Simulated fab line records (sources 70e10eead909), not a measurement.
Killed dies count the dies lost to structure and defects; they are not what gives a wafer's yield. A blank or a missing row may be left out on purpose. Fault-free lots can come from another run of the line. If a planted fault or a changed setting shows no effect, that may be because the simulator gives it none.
Which of the tools did it? -- flow nand_harc -- 38 wafers from 13 lots sampled at 5 of the route's 1302 steps

== WHAT EACH GAUGE READ, for each wafer ==
NHARC_P_M1_THK_MEAS_24: measures by xrf.
lot,measured,on,thk_nm (nm)
L919,day 6 17:02,film_metro-02,157.0 157.6 156.7
L921,day 7 01:32,film_metro-01,159.0 156.5 154.6
L923,day 8 01:58,film_metro-01,159.1 158.7 160.7
L925,day 8 20:39,film_metro-01,158.1 155.8 154.5
L931,day 11 12:16,film_metro-01,158.5 160.2
L932,day 11 17:22,film_metro-02,155.2 159.6 157.2
L934,day 12 12:49,film_metro-02,159.3 157.9 160.7
L935,day 13 02:43,film_metro-01,157.2 158.3 158.3
L936,day 13 16:47,film_metro-02,155.0 159.3 158.3
L937,day 13 22:16,film_metro-02,158.4 160.7 158.4
L940,day 15 04:23,film_metro-02,156.0 157.2 155.7
L941,day 15 13:00,film_metro-02,158.4 155.5 159.6
L942,day 16 02:15,film_metro-02,156.4 157.2 156.0

NHARC_END_SORT_01.
lot,measured,on,defect_limited_yield (%),killed_at_array,killed_at_other,killed_at_periphery,killed_dies,killed_open,killed_short
L921,day 24 18:47,prober-02,88.8 91.3 88.5,76 57 76,0 1 0,0 1 2,76 59 78,2 0 5,8 1 1
L925,day 26 04:04,prober-01,88.3 89.1 90.8,71 71 57,2 0 2,6 3 3,79 74 62,2 1 2,5 2 3
L931,day 30 12:11,prober-02,92.8 90.7,44 60,1 0,4 3,49 63,4 7,2 3
L932,day 29 12:07,prober-02,93.1 91.1 93.5,43 54 35,2 1 2,2 5 7,47 60 44,3 3 3,2 6 3
L935,day 31 02:25,prober-02,88.9 89.2 87.6,69 66 81,5 3 1,1 4 2,75 73 84,0 2 4,0 2 2
L936,day 31 17:58,prober-02,92.2 93.4 89.5,51 43 67,0 0 0,2 2 4,53 45 71,3 1 4,6 2 6

== WHAT TOOL EACH LOT RAN ON (gives the tool, then ch and the chambers of the sampled wafers, and finally the start) ==
lot,NHARC_P_M1_ANNEAL_31,NHARC_P_M2_PEB_07,NHARC_P_M2_STRIP_18
L919,"rtp_anneal-01 ch 0, day 6 16:29","litho_track-01 ch 0, day 6 18:59","rie_diel-10 ch 0,1,2, day 6 19:41"
L921,"rtp_anneal-02 ch 0, day 7 00:53","litho_track-01 ch 0, day 7 03:01","rie_diel-11 ch 0,1,2, day 7 03:41"
L923,"rtp_anneal-01 ch 0, day 8 01:22","litho_track-01 ch 0, day 8 03:19","rie_diel-10 ch 0,2,3, day 8 03:59"
L925,"rtp_anneal-01 ch 0, day 8 20:03","litho_track-01 ch 0, day 8 22:10","rie_diel-10 ch 0,1,3, day 8 22:48"
L931,"rtp_anneal-01 ch 0, day 11 11:43","litho_track-01 ch 0, day 11 13:53","rie_diel-10 ch 1,2, day 11 14:35"
L932,"rtp_anneal-01 ch 0, day 11 16:43","litho_track-04 ch 0, day 11 18:45","rie_diel-10 ch 0,3, day 11 19:23"
L934,"rtp_anneal-01 ch 0, day 12 12:08","litho_track-06 ch 0, day 12 14:17","rie_diel-11 ch 0,1, day 12 14:56"
L935,"rtp_anneal-02 ch 0, day 13 02:06","litho_track-04 ch 0, day 13 04:15","rie_diel-11 ch 0,3, day 13 04:55"
L936,"rtp_anneal-01 ch 0, day 13 16:11","litho_track-06 ch 0, day 13 18:16","rie_diel-11 ch 0,3, day 13 18:55"
L937,"rtp_anneal-01 ch 0, day 13 21:40","litho_track-01 ch 0, day 13 23:45","rie_diel-11 ch 0,3, day 14 00:23"
L940,"rtp_anneal-01 ch 0, day 15 03:49","litho_track-06 ch 0, day 15 05:52","rie_diel-09 ch 0,1, day 15 06:30"
L941,"rtp_anneal-02 ch 0, day 15 12:21","litho_track-06 ch 0, day 15 14:21","rie_diel-09 ch 0,1,3, day 15 15:01"
L942,"rtp_anneal-01 ch 0, day 16 01:36","litho_track-06 ch 0, day 16 03:43","rie_diel-09 ch 1,2,3, day 16 04:22"
- NHARC_P_M1_ANNEAL_31: time 90 s.
- NHARC_P_M2_PEB_07: peb time 65 s.
- NHARC_P_M2_STRIP_18: strips in N2/H2.

== WHAT THE TOOLS THEMSELVES READ (means of the sampled wafers that have a number; where no wafer has one, the mark that the record gives instead) ==
NHARC_P_M1_ANNEAL_31.
lot,tool,anneal_temp_c_max,wafer_temp_C_max
L919,rtp_anneal-01,225.7,226.1
L921,rtp_anneal-02,226.6,226.1
L923,rtp_anneal-01,225.6,226.0
L925,rtp_anneal-01,226.0,226.2
L931,rtp_anneal-01,226.2,226.8
L932,rtp_anneal-01,226.0,226.4
L934,rtp_anneal-01,225.9,226.6
L935,rtp_anneal-02,226.8,226.1
L936,rtp_anneal-01,226.2,226.5
L937,rtp_anneal-01,225.9,226.7
L940,rtp_anneal-01,226.3,226.4
L941,rtp_anneal-02,226.1,226.1
L942,rtp_anneal-01,226.1,226.3

NHARC_P_M2_PEB_07.
lot,tool,heater_power_total_W (W),plate_temp_C (C)
L919,litho_track-01,156.7,99.90
L921,litho_track-01,156.4,99.93
L923,litho_track-01,156.8,99.97
L925,litho_track-01,156.5,100.14
L931,litho_track-01,155.3,99.58
L932,litho_track-04,157.0,100.09
L934,litho_track-06,157.1,99.96
L935,litho_track-04,156.9,100.13
L936,litho_track-06,156.6,99.96
L937,litho_track-01,156.9,99.91
L940,litho_track-06,156.8,99.81
L941,litho_track-06,156.7,99.89
L942,litho_track-06,156.8,99.84

NHARC_P_M2_STRIP_18.
lot,tool,drypump_motor_current_A (A),oes_product_au (a.u.),rf_vpp_V (V),showerhead_plenum_p_Torr (Torr),throttle_valve_pct (%)
L919,rie_diel-10,5.1,1.002,90.4,2.02,14.171
L921,rie_diel-11,5.7,1.003,91.4,2.04,14.169
L923,rie_diel-10,5.2,1.007,91.0,2.03,14.172
L925,rie_diel-10,5.1,0.999,90.5,2.00,14.180
L931,rie_diel-10,5.0,0.994,91.6,2.07,14.166
L932,rie_diel-10,5.2,1.018,89.8,2.01,14.176
L934,rie_diel-11,6.0,1.015,91.1,2.02,14.160
L935,rie_diel-11,5.6,1.005,90.7,2.04,14.177
L936,rie_diel-11,5.6,1.002,90.6,2.04,14.180
L937,rie_diel-11,5.6,1.002,90.5,2.04,14.174
L940,rie_diel-09,5.1,0.994,90.8,2.07,14.176
L941,rie_diel-09,5.4,1.003,91.2,2.04,14.170
L942,rie_diel-09,5.2,1.001,90.4,2.01,14.175

== THE ANSWER, worked out from the rows above alone ==
Rule: usual is defined by the lots themselves. The widest of any qualifying gaps counts: lots, ordered by their means at a reading, are off when they make up no more than a third of the lots, leave a main group of 4 or more, and stand apart from it by 3 or more times the standard deviation of that group's means. Not used: any main group whose means are identical at the precision the tables above print for the reading. A lot without any number at a reading at which 4 lots or more have one is off too. All remaining lots with rows at the step are treated as sound. First the gauges in route order, then the tools' own readings, where a lot's mean is used as printed above. The first step at which some lot is off is used, and at that step the reading that is off furthest; a lot without a number counts as furthest.
Off, at NHARC_END_SORT_01 on killed_open: L931. For the main group the mean is 2.3 and the standard deviation 0.47. Neither off nor sound, because the step has no rows for them: L919, L923, L934, L937, L940, L941, L942.
If a tool, at a process step before that reading, ran all the lots that are off and no sound lot after the first of them, it fits. Not tried: the gauges at NHARC_END_SORT_01; whatever is off there is also off at NHARC_P_M2_PEB_07, on other tools, and gauge error can't account for it. One fits: litho_track-01 at NHARC_P_M2_PEB_07. A fault onset in the window from L925 (day 8 22:10, its last sound lot) to L931 (day 11 13:53, its first lot off) fits.
The tool's own readings at NHARC_P_M2_PEB_07 bear it out: on the lots that are off they differ by more than 5 times the standard deviation of the sound lots' means. heater_power_total_W reads 155.3 W there against 156.7 W on the sound lots; plate_temp_C reads 99.58 C there against 100.05 C on the sound lots.

== WHAT THE SIMULATOR PUT IN ==
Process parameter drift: litho_track-01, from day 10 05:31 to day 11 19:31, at NHARC_P_M2_PEB_07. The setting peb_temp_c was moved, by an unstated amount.
Shown lots that were struck: L931. The rule given above showed the same thing.
